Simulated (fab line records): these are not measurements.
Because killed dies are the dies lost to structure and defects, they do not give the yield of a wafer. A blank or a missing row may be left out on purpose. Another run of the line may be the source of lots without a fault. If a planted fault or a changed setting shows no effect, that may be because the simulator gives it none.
Matching of chambers | flow n5 finfet | cmp-03 running N5_GATE_CUT_CMP_43: 4 sister chambers
The step polishes SiO2. 7 wafers are shown with their chamber, then 7 later ones without.

EACH WAFER AND ITS CHAMBER
wafer  | chamber | motor current A (A)
L077.4 | 1       | 12.8
L079.1 | 1       | 13.8
L081.3 | 2       | 13.2
L081.5 | 3       | 12.5
L081.6 | 0       | 12.2
L082.1 | 2       | 13.0
L082.4 | 0       | 12.3

WAFERS WITH NO CHAMBER GIVEN
wafer  | motor current A (A)
L082.6 | 13.7
L083.1 | 13.7
L083.4 | 12.3
L083.5 | 12.8
L090.2 | 12.5
L090.3 | 12.5
L090.6 | 13.2

CHAMBER TAKEN BY EACH
wafer  | from the rows above               | in truth
L082.6 | can't be placed: 1 or 2 or 3      | 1
L083.1 | can't be placed: 1 or 2 or 3      | 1
L083.4 | can't be placed: 0 or 3 or 2      | 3
L083.5 | can't be placed: 2 or 3 or 1 or 0 | 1
L090.2 | can't be placed: 3 or 0 or 2 or 1 | 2
L090.3 | can't be placed: 3 or 0 or 2 or 1 | 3
L090.6 | can't be placed: 2 or 1 or 3      | 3
Placed correctly: 0 of 7. Cannot be placed on the basis of these rows: 7; the candidates contain the true chamber in 7. 0 placed wrongly.
How it was worked out, from the rows above alone: a wafer's distance from a chamber is the root of the sum, over the readings, of the square of ((its reading less the chamber's mean) divided by the reading's scatter). If the next closest chamber is less than 2 further off than the closest, the wafer can't be placed; otherwise it belongs to the closest. The mean given for a chamber averages the wafers shown for that chamber. The scatter: the root of (the sum of the squares of (reading less its chamber's mean) over the shown wafers, divided by (wafers less chambers)).
